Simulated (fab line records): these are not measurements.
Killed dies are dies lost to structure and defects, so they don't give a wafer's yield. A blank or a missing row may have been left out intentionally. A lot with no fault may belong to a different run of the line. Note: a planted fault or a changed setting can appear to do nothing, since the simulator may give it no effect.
Which tool was responsible? | flow nandHarc | 36 wafers from 12 lots sampled at 7 of the route's 1302 steps

== WHAT EACH GAUGE READ, for each wafer ==
NHARC_P_CONTACT_CD_MEAS_12 targets a cd of 90 nm. Usual: cdNm reads 90.1 nm (standard deviation 0.94).
lot  | measured     | on       | cdNm (nm)      | flag
L751 | day 6 06:14  | cdSem-01 | 88.5 89.5 89.9 | 
L752 | day 6 18:44  | cdSem-01 | 99.1 99.3 97.8 | OFF
L755 | day 8 05:40  | cdSem-03 | 90.4 90.2 88.5 | 
L760 | day 10 10:53 | cdSem-03 | 88.8 88.5 89.4 | 
L762 | day 11 03:05 | cdSem-03 | 91.3 90.9 90.5 | 
L763 | day 11 22:00 | cdSem-02 | 92.4 92.4 91.4 | 
L766 | day 12 10:08 | cdSem-01 | 91.6 89.9 91.3 | 
L768 | day 13 12:42 | cdSem-02 | 90.3 89.7 89.2 | 
L769 | day 13 21:22 | cdSem-03 | 89.6 90.2 89.8 | 
L771 | day 14 14:47 | cdSem-01 | 89.0 89.5 88.8 | 
L772 | day 15 06:27 | cdSem-01 | 88.9 88.9 88.9 | 
L773 | day 15 14:23 | cdSem-03 | 91.1 90.3 89.5 | 

NHARC_P_CONTACT_CD_MEAS_19. Usual: cdNm reads 89.3 nm (standard deviation 2.1).
lot  | measured     | on       | cdNm (nm)       | flag
L751 | day 6 07:17  | cdSem-01 | 86.1 88.2 89.8  | 
L752 | day 6 19:47  | cdSem-01 | 100.9 97.4 95.8 | OFF
L755 | day 8 06:44  | cdSem-03 | 89.7 88.0 86.4  | 
L760 | day 10 11:56 | cdSem-02 | 87.6 89.1 89.0  | 
L762 | day 11 04:08 | cdSem-02 | 88.3 88.5 87.7  | 
L763 | day 11 23:04 | cdSem-03 | 94.5 90.9 91.2  | 
L766 | day 12 11:11 | cdSem-01 | 86.4 89.2 91.3  | 
L768 | day 13 13:45 | cdSem-01 | 89.4 95.0 88.3  | 
L769 | day 13 22:26 | cdSem-02 | 92.7 92.1 90.2  | 
L771 | day 14 15:50 | cdSem-01 | 88.0 91.2 91.9  | 
L772 | day 15 07:31 | cdSem-01 | 87.3 89.7 93.8  | 
L773 | day 15 15:32 | cdSem-01 | 90.7 92.2 90.5  | 

NHARC_END_SORT_01. Usual: killedAtArray 57, standard deviation 21; killedAtOther 0.9, standard deviation 1.2; killedAtPeriphery 4.2, standard deviation 2.9; killedDies 62, standard deviation 21; killedOpen 3.2, standard deviation 1.8; killedShort 2.4, standard deviation 1.5.
lot  | measured     | on        | killedAtArray | killedAtOther | killedAtPeriphery | killedDies | killedOpen | killedShort | flag
L752 | day 25 04:51 | prober-01 | 48 43 45      | 0 0 0         | 5 1 2             | 53 44 47   | 2 5 0      | 4 1 5       | 
L755 | day 27 06:38 | prober-01 | 53 36 34      | 2 1 2         | 3 7 6             | 58 44 42   | 5 6 4      | 1 3 2       | 
L763 | day 30 01:35 | prober-01 | 23 23 27      | 0 0 0         | 1 4 2             | 24 27 29   | 1 4 7      | 0 0 1       | 
L766 | day 30 17:15 | prober-01 | 61 43 45      | 1 0 0         | 4 10 1            | 66 53 46   | 3 3 2      | 6 3 5       | 
L769 | day 32 05:08 | prober-01 | 28 39 33      | 1 0 1         | 3 4 1             | 32 43 35   | 1 5 3      | 2 4 1       | 
L773 | day 34 09:01 | prober-01 | 59 77 76      | 3 7 2         | 8 16 14           | 70 100 92  | 6 4 1      | 2 3 4       | 

== WHICH TOOL RAN EACH LOT (tool, then ch and the chambers of the sampled wafers, then the start) ==
lot  | NHARC_P_GATE_STRIP_113              | NHARC_P_GATE_STRIP_95               | NHARC_P_CONTACT_EXPOSE_09         | NHARC_P_CONTACT_DESCUM_17
L751 | plasmaAsher-01 ch 0,1, day 6 01:59  | plasmaAsher-01 ch 0,1, day 6 02:43  | arfiScanner-03 ch 0, day 6 06:05  | rieDiel-11 ch 0,3, day 6 06:25
L752 | plasmaAsher-02 ch 0,1, day 6 14:28  | plasmaAsher-02 ch 0,1, day 6 15:11  | arfiScanner-03 ch 0, day 6 18:35  | rieDiel-08 ch 0,2, day 6 18:55
L755 | plasmaAsher-01 ch 0,1, day 8 01:45  | plasmaAsher-01 ch 0,1, day 8 02:22  | arfiScanner-01 ch 0, day 8 05:32  | rieDiel-11 ch 1,2,3, day 8 05:52
L760 | plasmaAsher-02 ch 1, day 10 06:49   | plasmaAsher-02 ch 1, day 10 07:25   | arfiScanner-02 ch 0, day 10 10:44 | rieDiel-08 ch 2,3, day 10 11:04
L762 | plasmaAsher-02 ch 0,1, day 10 23:10 | plasmaAsher-02 ch 0,1, day 10 23:40 | arfiScanner-03 ch 0, day 11 02:57 | rieDiel-08 ch 2,3, day 11 03:16
L763 | plasmaAsher-01 ch 0,1, day 11 17:46 | plasmaAsher-01 ch 0,1, day 11 18:29 | arfiScanner-02 ch 0, day 11 21:52 | rieDiel-06 ch 0,1,3, day 11 22:11
L766 | plasmaAsher-01 ch 0,1, day 12 06:05 | plasmaAsher-01 ch 0,1, day 12 06:48 | arfiScanner-02 ch 0, day 12 10:00 | rieDiel-11 ch 0,1,2, day 12 10:20
L768 | plasmaAsher-02 ch 0,1, day 13 08:47 | plasmaAsher-02 ch 0,1, day 13 09:24 | arfiScanner-01 ch 0, day 13 12:33 | rieDiel-06 ch 0,2, day 13 12:53
L769 | plasmaAsher-02 ch 0,1, day 13 17:25 | plasmaAsher-02 ch 0,1, day 13 18:01 | arfiScanner-01 ch 0, day 13 21:14 | rieDiel-11 ch 1,3, day 13 21:34
L771 | plasmaAsher-02 ch 0, day 14 10:45   | plasmaAsher-02 ch 0, day 14 11:22   | arfiScanner-01 ch 0, day 14 14:38 | rieDiel-06 ch 0,1,2, day 14 14:58
L772 | plasmaAsher-01 ch 0,1, day 15 02:25 | plasmaAsher-01 ch 0,1, day 15 03:02 | arfiScanner-03 ch 0, day 15 06:19 | rieDiel-11 ch 2,3, day 15 06:38
L773 | plasmaAsher-01 ch 0,1, day 15 10:00 | plasmaAsher-01 ch 0,1, day 15 10:43 | arfiScanner-02 ch 0, day 15 14:15 | rieDiel-06 ch 0,1, day 15 14:34
- NHARC_P_GATE_STRIP_113: strips in N2/H2, time 740 s.
- NHARC_P_GATE_STRIP_95: strips in O2.
- NHARC_P_CONTACT_EXPOSE_09: exposes mask P CA, target cd 90 nm.
- NHARC_P_CONTACT_DESCUM_17: chemistry O2, time 3 s.

== WHAT THE TOOLS THEMSELVES READ (means of the sampled wafers that have a number; where no wafer has one, the mark that the record gives instead) ==
NHARC_P_GATE_STRIP_113. Usual: drypumpMotorCurrentA 5.6 A, standard deviation 0.4; heaterPowerW 90 W, standard deviation 8.2.
lot  | tool           | drypumpMotorCurrentA (A) | heaterPowerW (W) | flag
L751 | plasmaAsher-01 | 5.4                      | 95               | 
L752 | plasmaAsher-02 | 5.9                      | 80               | 
L755 | plasmaAsher-01 | 5.4                      | 98               | 
L760 | plasmaAsher-02 | 6.2                      | 78               | 
L762 | plasmaAsher-02 | 6.0                      | 81               | 
L763 | plasmaAsher-01 | 5.2                      | 97               | 
L766 | plasmaAsher-01 | 5.5                      | 96               | 
L768 | plasmaAsher-02 | 6.0                      | 79               | 
L769 | plasmaAsher-02 | 5.8                      | 83               | 
L771 | plasmaAsher-02 | 5.6                      | 85               | 
L772 | plasmaAsher-01 | 5.4                      | 97               | 
L773 | plasmaAsher-01 | 5.2                      | 97               | 

NHARC_P_GATE_STRIP_95. Usual: drypumpMotorCurrentA 5.6 A, standard deviation 0.4; heaterPowerW 337 W, standard deviation 30.
lot  | tool           | drypumpMotorCurrentA (A) | heaterPowerW (W) | flag
L751 | plasmaAsher-01 | 5.5                      | 359              | 
L752 | plasmaAsher-02 | 6.0                      | 305              | 
L755 | plasmaAsher-01 | 5.4                      | 354              | 
L760 | plasmaAsher-02 | 6.2                      | 294              | 
L762 | plasmaAsher-02 | 5.9                      | 306              | 
L763 | plasmaAsher-01 | 5.2                      | 363              | 
L766 | plasmaAsher-01 | 5.4                      | 363              | 
L768 | plasmaAsher-02 | 6.0                      | 291              | 
L769 | plasmaAsher-02 | 5.8                      | 311              | 
L771 | plasmaAsher-02 | 5.6                      | 323              | 
L772 | plasmaAsher-01 | 5.4                      | 357              | 
L773 | plasmaAsher-01 | 5.2                      | 359              | 

NHARC_P_CONTACT_DESCUM_17. Usual: drypumpMotorCurrentA 5.6 A, standard deviation 0.39; oesProductAu 1.005 a.u., standard deviation 0.014; rfVppV 57.6 V, standard deviation 0.86; showerheadPlenumPTorr 1.89 Torr, standard deviation 0.087; throttleValvePct 11.311 %, standard deviation 0.0094.
lot  | tool       | drypumpMotorCurrentA (A) | oesProductAu (a.u.) | rfVppV (V) | showerheadPlenumPTorr (Torr) | throttleValvePct (%) | flag
L751 | rieDiel-11 | 5.9                      | 1.009               | 57.1       | 1.87                         | 11.306               | 
L752 | rieDiel-08 | 5.6                      | 1.001               | 58.0       | 1.84                         | 11.309               | 
L755 | rieDiel-11 | 6.0                      | 1.004               | 57.3       | 1.91                         | 11.303               | 
L760 | rieDiel-08 | 5.6                      | 1.009               | 56.8       | 1.94                         | 11.308               | 
L762 | rieDiel-08 | 5.6                      | 1.000               | 57.3       | 1.94                         | 11.317               | 
L763 | rieDiel-06 | 5.4                      | 1.012               | 58.1       | 1.91                         | 11.312               | 
L766 | rieDiel-11 | 5.8                      | 0.998               | 57.8       | 1.90                         | 11.307               | 
L768 | rieDiel-06 | 5.6                      | 1.009               | 57.0       | 1.79                         | 11.310               | 
L769 | rieDiel-11 | 6.3                      | 1.000               | 57.9       | 1.92                         | 11.317               | 
L771 | rieDiel-06 | 5.5                      | 1.007               | 58.0       | 1.83                         | 11.313               | 
L772 | rieDiel-11 | 5.9                      | 0.992               | 57.7       | 1.84                         | 11.313               | 
L773 | rieDiel-06 | 5.4                      | 0.991               | 57.4       | 1.83                         | 11.310               | 

== THE ANSWER, worked out from the rows above alone ==
Rule: a lot is off if the mean of its wafers that have a number lies more than 3 standard deviations from the usual mean. A lot without any number at a reading at which 4 lots or more have one is off too. The other lots that the step has rows for count as sound. The gauges are gone through in route order, then the tools' own readings, and for those a lot's mean is taken as printed above. The first step at which some lot is off is used, and at that step the reading that is off furthest; a lot without a number counts as furthest.
Off: L752 (NHARC_P_CONTACT_CD_MEAS_12, cdNm).
A tool fits if, at a process step before that reading, it ran every lot that is off, and no sound lot after the first of them. Those tools and the gauges at NHARC_P_CONTACT_CD_MEAS_12 are tried in the same way. None of those tried fits.

== WHAT THE SIMULATOR HAD INSERTED ==
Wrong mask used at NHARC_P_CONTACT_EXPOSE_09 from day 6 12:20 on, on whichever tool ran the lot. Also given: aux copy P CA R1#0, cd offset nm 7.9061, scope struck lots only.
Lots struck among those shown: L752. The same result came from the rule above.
